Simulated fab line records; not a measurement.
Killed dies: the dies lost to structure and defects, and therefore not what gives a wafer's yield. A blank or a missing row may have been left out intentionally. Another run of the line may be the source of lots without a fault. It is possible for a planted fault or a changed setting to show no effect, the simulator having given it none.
The tool behind it: which one? || flow nandHarc || Sampling: 13 lots, 39 wafers, 5 of 1302 route steps

== WHAT EACH GAUGE READ, for each wafer ==
NHARC_END_SORT_01. Usual: value, then standard deviation, for each; defectLimitedYield 90.7 % / 2.6; killedAtArray 59 / 17; killedAtOther 0.7 / 0.9; killedAtPeriphery 3.6 / 2.3; killedDies 63 / 18; killedOpen 3.4 / 1.9; killedShort 2.6 / 1.7.
{"lot": "L699", "measured": "day 29 20:34", "on": "prober-02", "defectLimitedYield (%)": "89.2 87.1 88.2", "killedAtArray": "70 79 71", "killedAtOther": "0 1 0", "killedAtPeriphery": "3 7 9", "killedDies": "73 87 80", "killedOpen": "5 5 3", "killedShort": "2 2 5", "flag": ""}
{"lot": "L703", "measured": "day 31 14:05", "on": "prober-02", "defectLimitedYield (%)": "85.2 88.6 87.1", "killedAtArray": "94 74 82", "killedAtOther": "0 0 1", "killedAtPeriphery": "6 3 4", "killedDies": "100 77 87", "killedOpen": "4 1 1", "killedShort": "4 4 3", "flag": ""}

== WHICH TOOL RAN EACH LOT (tool, then ch and the chambers of the sampled wafers, then the start) ==
{"lot": "L686", "NHARC_A_M0_DESCUM_14": "rieDiel-10 ch 2,3, day 23 02:59", "NHARC_A_M0_PRE_CLEAN_29": "pvdSputter-02, day 23 04:02 or earlier", "NHARC_A_M0_PVD_20": "pvdSputter-02, day 23 04:02", "NHARC_A_M0_ANNEAL_30": "rtpAnneal-01 ch 0, day 23 04:43"}
{"lot": "L687", "NHARC_A_M0_DESCUM_14": "rieDiel-02 ch 1,3, day 23 03:45", "NHARC_A_M0_PRE_CLEAN_29": "pvdSputter-03, day 23 04:48 or earlier", "NHARC_A_M0_PVD_20": "pvdSputter-03, day 23 04:48", "NHARC_A_M0_ANNEAL_30": "rtpAnneal-02 ch 0, day 23 05:28"}
{"lot": "L688", "NHARC_A_M0_DESCUM_14": "rieDiel-10 ch 0,2,3, day 23 17:02", "NHARC_A_M0_PRE_CLEAN_29": "pvdSputter-02, day 23 18:04 or earlier", "NHARC_A_M0_PVD_20": "pvdSputter-02, day 23 18:04", "NHARC_A_M0_ANNEAL_30": "rtpAnneal-02 ch 0, day 23 18:44"}
{"lot": "L690", "NHARC_A_M0_DESCUM_14": "rieDiel-10 ch 1,2,3, day 23 22:20", "NHARC_A_M0_PRE_CLEAN_29": "pvdSputter-03, day 23 23:21 or earlier", "NHARC_A_M0_PVD_20": "pvdSputter-03, day 23 23:21", "NHARC_A_M0_ANNEAL_30": "rtpAnneal-02 ch 0, day 23 23:59"}
{"lot": "L692", "NHARC_A_M0_DESCUM_14": "rieDiel-04 ch 2,3, day 25 17:55", "NHARC_A_M0_PRE_CLEAN_29": "pvdSputter-02, day 25 18:56 or earlier", "NHARC_A_M0_PVD_20": "pvdSputter-02, day 25 18:56", "NHARC_A_M0_ANNEAL_30": "rtpAnneal-02 ch 0, day 25 19:40"}
{"lot": "L696", "NHARC_A_M0_DESCUM_14": "rieDiel-04 ch 1,2, day 27 21:32", "NHARC_A_M0_PRE_CLEAN_29": "pvdSputter-01, day 27 22:35 or earlier", "NHARC_A_M0_PVD_20": "pvdSputter-01, day 27 22:35", "NHARC_A_M0_ANNEAL_30": "rtpAnneal-01 ch 0, day 27 23:28"}
{"lot": "L699", "NHARC_A_M0_DESCUM_14": "rieDiel-10 ch 0,2,3, day 28 05:26", "NHARC_A_M0_PRE_CLEAN_29": "pvdSputter-01, day 28 06:29 or earlier", "NHARC_A_M0_PVD_20": "pvdSputter-01, day 28 06:29", "NHARC_A_M0_ANNEAL_30": "rtpAnneal-01 ch 0, day 28 07:09"}
{"lot": "L700", "NHARC_A_M0_DESCUM_14": "rieDiel-04 ch 1,2,3, day 28 17:59", "NHARC_A_M0_PRE_CLEAN_29": "pvdSputter-01, day 28 19:03 or earlier", "NHARC_A_M0_PVD_20": "pvdSputter-01, day 28 19:03", "NHARC_A_M0_ANNEAL_30": "rtpAnneal-01 ch 0, day 28 19:44"}
{"lot": "L703", "NHARC_A_M0_DESCUM_14": "rieDiel-04 ch 1,2,3, day 29 21:31", "NHARC_A_M0_PRE_CLEAN_29": "pvdSputter-02, day 29 22:33 or earlier", "NHARC_A_M0_PVD_20": "pvdSputter-02, day 29 22:33", "NHARC_A_M0_ANNEAL_30": "rtpAnneal-01 ch 0, day 29 23:14"}
{"lot": "L702", "NHARC_A_M0_DESCUM_14": "rieDiel-02 ch 0,1,2, day 30 06:56", "NHARC_A_M0_PRE_CLEAN_29": "pvdSputter-02, day 30 07:59 or earlier", "NHARC_A_M0_PVD_20": "pvdSputter-02, day 30 07:59", "NHARC_A_M0_ANNEAL_30": "rtpAnneal-02 ch 0, day 30 08:36"}
{"lot": "L707", "NHARC_A_M0_DESCUM_14": "rieDiel-10 ch 0,2,3, day 31 05:25", "NHARC_A_M0_PRE_CLEAN_29": "pvdSputter-02, day 31 06:26 or earlier", "NHARC_A_M0_PVD_20": "pvdSputter-02, day 31 06:26", "NHARC_A_M0_ANNEAL_30": "rtpAnneal-02 ch 0, day 31 07:04"}
{"lot": "L708", "NHARC_A_M0_DESCUM_14": "rieDiel-10 ch 0,1,3, day 32 03:09", "NHARC_A_M0_PRE_CLEAN_29": "pvdSputter-02, day 32 04:14 or earlier", "NHARC_A_M0_PVD_20": "pvdSputter-02, day 32 04:14", "NHARC_A_M0_ANNEAL_30": "rtpAnneal-01 ch 0, day 32 04:52"}
{"lot": "L709", "NHARC_A_M0_DESCUM_14": "rieDiel-10 ch 0,1,3, day 32 11:25", "NHARC_A_M0_PRE_CLEAN_29": "pvdSputter-01, day 32 12:28 or earlier", "NHARC_A_M0_PVD_20": "pvdSputter-01, day 32 12:28", "NHARC_A_M0_ANNEAL_30": "rtpAnneal-01 ch 0, day 32 13:04"}
- NHARC_A_M0_DESCUM_14: chemistry O2, time 3 s.
- NHARC_A_M0_PRE_CLEAN_29: time 30 s.
- NHARC_A_M0_PVD_20: deposits TaN, target thk 5 nm, time 8.06 s.
- NHARC_A_M0_ANNEAL_30: time 90 s.

== WHAT THE TOOLS THEMSELVES READ (means of the sampled wafers that have a number; where no wafer has one, the mark that the record gives instead) ==
NHARC_A_M0_DESCUM_14. Usual: drypumpMotorCurrentA 5.7 A, standard deviation 0.42; oesProductAu 0.999 a.u., standard deviation 0.0059; rfVppV 57.7 V, standard deviation 0.94; showerheadPlenumPTorr 1.92 Torr, standard deviation 0.078; throttleValvePct 11.311 %, standard deviation 0.0092.
{"lot": "L686", "tool": "rieDiel-10", "drypumpMotorCurrentA (A)": 5.8, "oesProductAu (a.u.)": 1.003, "rfVppV (V)": 59.1, "showerheadPlenumPTorr (Torr)": 1.90, "throttleValvePct (%)": 11.312, "flag": ""}
{"lot": "L687", "tool": "rieDiel-02", "drypumpMotorCurrentA (A)": 5.5, "oesProductAu (a.u.)": 0.998, "rfVppV (V)": 57.3, "showerheadPlenumPTorr (Torr)": 2.03, "throttleValvePct (%)": 11.313, "flag": ""}
{"lot": "L688", "tool": "rieDiel-10", "drypumpMotorCurrentA (A)": 5.8, "oesProductAu (a.u.)": 1.002, "rfVppV (V)": 57.1, "showerheadPlenumPTorr (Torr)": 1.87, "throttleValvePct (%)": 11.313, "flag": ""}
{"lot": "L690", "tool": "rieDiel-10", "drypumpMotorCurrentA (A)": 5.9, "oesProductAu (a.u.)": 0.993, "rfVppV (V)": 57.4, "showerheadPlenumPTorr (Torr)": 1.87, "throttleValvePct (%)": 11.319, "flag": ""}
{"lot": "L692", "tool": "rieDiel-04", "drypumpMotorCurrentA (A)": 5.6, "oesProductAu (a.u.)": 1.002, "rfVppV (V)": 57.8, "showerheadPlenumPTorr (Torr)": 2.00, "throttleValvePct (%)": 11.306, "flag": ""}
{"lot": "L696", "tool": "rieDiel-04", "drypumpMotorCurrentA (A)": 5.2, "oesProductAu (a.u.)": 1.002, "rfVppV (V)": 57.9, "showerheadPlenumPTorr (Torr)": 1.96, "throttleValvePct (%)": 11.311, "flag": ""}
{"lot": "L699", "tool": "rieDiel-10", "drypumpMotorCurrentA (A)": 5.8, "oesProductAu (a.u.)": 0.996, "rfVppV (V)": 56.6, "showerheadPlenumPTorr (Torr)": 1.87, "throttleValvePct (%)": 11.306, "flag": ""}
{"lot": "L700", "tool": "rieDiel-04", "drypumpMotorCurrentA (A)": 5.5, "oesProductAu (a.u.)": 1.001, "rfVppV (V)": 58.2, "showerheadPlenumPTorr (Torr)": 1.97, "throttleValvePct (%)": 11.309, "flag": ""}
{"lot": "L703", "tool": "rieDiel-04", "drypumpMotorCurrentA (A)": 5.5, "oesProductAu (a.u.)": 1.001, "rfVppV (V)": 56.7, "showerheadPlenumPTorr (Torr)": 1.97, "throttleValvePct (%)": 11.309, "flag": ""}
{"lot": "L702", "tool": "rieDiel-02", "drypumpMotorCurrentA (A)": 5.8, "oesProductAu (a.u.)": 1.001, "rfVppV (V)": 57.3, "showerheadPlenumPTorr (Torr)": 1.96, "throttleValvePct (%)": 11.320, "flag": ""}
{"lot": "L707", "tool": "rieDiel-10", "drypumpMotorCurrentA (A)": 5.8, "oesProductAu (a.u.)": 0.993, "rfVppV (V)": 58.1, "showerheadPlenumPTorr (Torr)": 1.87, "throttleValvePct (%)": 11.309, "flag": ""}
{"lot": "L708", "tool": "rieDiel-10", "drypumpMotorCurrentA (A)": 5.7, "oesProductAu (a.u.)": 1.001, "rfVppV (V)": 58.4, "showerheadPlenumPTorr (Torr)": 1.89, "throttleValvePct (%)": 11.313, "flag": ""}
{"lot": "L709", "tool": "rieDiel-10", "drypumpMotorCurrentA (A)": 5.7, "oesProductAu (a.u.)": 0.995, "rfVppV (V)": 58.0, "showerheadPlenumPTorr (Torr)": 1.89, "throttleValvePct (%)": 11.303, "flag": ""}

NHARC_A_M0_PRE_CLEAN_29. Usual: heaterPowerW 412 W, standard deviation 41.
{"lot": "L686", "tool": "pvdSputter-02", "heaterPowerW (W)": 390, "flag": ""}
{"lot": "L687", "tool": "pvdSputter-03", "heaterPowerW (W)": 453, "flag": ""}
{"lot": "L688", "tool": "pvdSputter-02", "heaterPowerW (W)": 383, "flag": ""}
{"lot": "L690", "tool": "pvdSputter-03", "heaterPowerW (W)": 370, "flag": ""}
{"lot": "L692", "tool": "pvdSputter-02", "heaterPowerW (W)": 387, "flag": ""}
{"lot": "L696", "tool": "pvdSputter-01", "heaterPowerW (W)": 436, "flag": ""}
{"lot": "L699", "tool": "pvdSputter-01", "heaterPowerW (W)": 446, "flag": ""}
{"lot": "L700", "tool": "pvdSputter-01", "heaterPowerW (W)": 435, "flag": ""}
{"lot": "L703", "tool": "pvdSputter-02", "heaterPowerW (W)": 374, "flag": ""}
{"lot": "L702", "tool": "pvdSputter-02", "heaterPowerW (W)": 395, "flag": ""}
{"lot": "L707", "tool": "pvdSputter-02", "heaterPowerW (W)": 395, "flag": ""}
{"lot": "L708", "tool": "pvdSputter-02", "heaterPowerW (W)": 384, "flag": ""}
{"lot": "L709", "tool": "pvdSputter-01", "heaterPowerW (W)": 418, "flag": ""}

NHARC_A_M0_PVD_20. Usual: throttleValvePct 29.7 %, standard deviation 1.1.
{"lot": "L686", "tool": "pvdSputter-02", "throttleValvePct (%)": 28.5, "flag": ""}
{"lot": "L687", "tool": "pvdSputter-03", "throttleValvePct (%)": 29.1, "flag": ""}
{"lot": "L688", "tool": "pvdSputter-02", "throttleValvePct (%)": 29.2, "flag": ""}
{"lot": "L690", "tool": "pvdSputter-03", "throttleValvePct (%)": 29.1, "flag": ""}
{"lot": "L692", "tool": "pvdSputter-02", "throttleValvePct (%)": 29.0, "flag": ""}
{"lot": "L696", "tool": "pvdSputter-01", "throttleValvePct (%)": 30.8, "flag": ""}
{"lot": "L699", "tool": "pvdSputter-01", "throttleValvePct (%)": 30.8, "flag": ""}
{"lot": "L700", "tool": "pvdSputter-01", "throttleValvePct (%)": 30.2, "flag": ""}
{"lot": "L703", "tool": "pvdSputter-02", "throttleValvePct (%)": 28.7, "flag": ""}
{"lot": "L702", "tool": "pvdSputter-02", "throttleValvePct (%)": 28.7, "flag": ""}
{"lot": "L707", "tool": "pvdSputter-02", "throttleValvePct (%)": 28.8, "flag": ""}
{"lot": "L708", "tool": "pvdSputter-02", "throttleValvePct (%)": 29.4, "flag": ""}
{"lot": "L709", "tool": "pvdSputter-01", "throttleValvePct (%)": 31.3, "flag": ""}

NHARC_A_M0_ANNEAL_30. Usual: annealTempCMax 226.1, standard deviation 0.55; wafer_temp_C_max 226.3, standard deviation 0.48.
{"lot": "L686", "tool": "rtpAnneal-01", "annealTempCMax": 225.8, "wafer_temp_C_max": 227.3, "flag": ""}
{"lot": "L687", "tool": "rtpAnneal-02", "annealTempCMax": 226.4, "wafer_temp_C_max": 226.1, "flag": ""}
{"lot": "L688", "tool": "rtpAnneal-02", "annealTempCMax": 226.7, "wafer_temp_C_max": 226.0, "flag": ""}
{"lot": "L690", "tool": "rtpAnneal-02", "annealTempCMax": 226.5, "wafer_temp_C_max": 226.2, "flag": ""}
{"lot": "L692", "tool": "rtpAnneal-02", "annealTempCMax": 226.3, "wafer_temp_C_max": 226.1, "flag": ""}
{"lot": "L696", "tool": "rtpAnneal-01", "annealTempCMax": 225.7, "wafer_temp_C_max": 226.6, "flag": ""}
{"lot": "L699", "tool": "rtpAnneal-01", "annealTempCMax": 225.5, "wafer_temp_C_max": 226.9, "flag": ""}
{"lot": "L700", "tool": "rtpAnneal-01", "annealTempCMax": 225.7, "wafer_temp_C_max": 226.8, "flag": ""}
{"lot": "L703", "tool": "rtpAnneal-01", "annealTempCMax": 225.6, "wafer_temp_C_max": 226.5, "flag": ""}
{"lot": "L702", "tool": "rtpAnneal-02", "annealTempCMax": 226.6, "wafer_temp_C_max": 226.0, "flag": ""}
{"lot": "L707", "tool": "rtpAnneal-02", "annealTempCMax": 226.3, "wafer_temp_C_max": 226.1, "flag": ""}
{"lot": "L708", "tool": "rtpAnneal-01", "annealTempCMax": 225.4, "wafer_temp_C_max": 226.6, "flag": ""}
{"lot": "L709", "tool": "rtpAnneal-01", "annealTempCMax": 225.3, "wafer_temp_C_max": 226.9, "flag": ""}

== THE ANSWER, worked out from the rows above alone ==
Rule: take the mean of a lot's wafers that have a number; if it is more than 3 standard deviations from the usual mean, the lot is off. Also off: a lot with no number at a reading for which 4 or more lots have one. All remaining lots with rows at the step are treated as sound. First the gauges in route order, then the tools' own readings, where a lot's mean is used as printed above. The first step at which some lot is off is used, and at that step the reading that is off furthest; a lot without a number counts as furthest.
No lot is off on any of the readings shown, so nothing can be concluded from this.

== WHAT THE SIMULATOR HAD PUT IN ==
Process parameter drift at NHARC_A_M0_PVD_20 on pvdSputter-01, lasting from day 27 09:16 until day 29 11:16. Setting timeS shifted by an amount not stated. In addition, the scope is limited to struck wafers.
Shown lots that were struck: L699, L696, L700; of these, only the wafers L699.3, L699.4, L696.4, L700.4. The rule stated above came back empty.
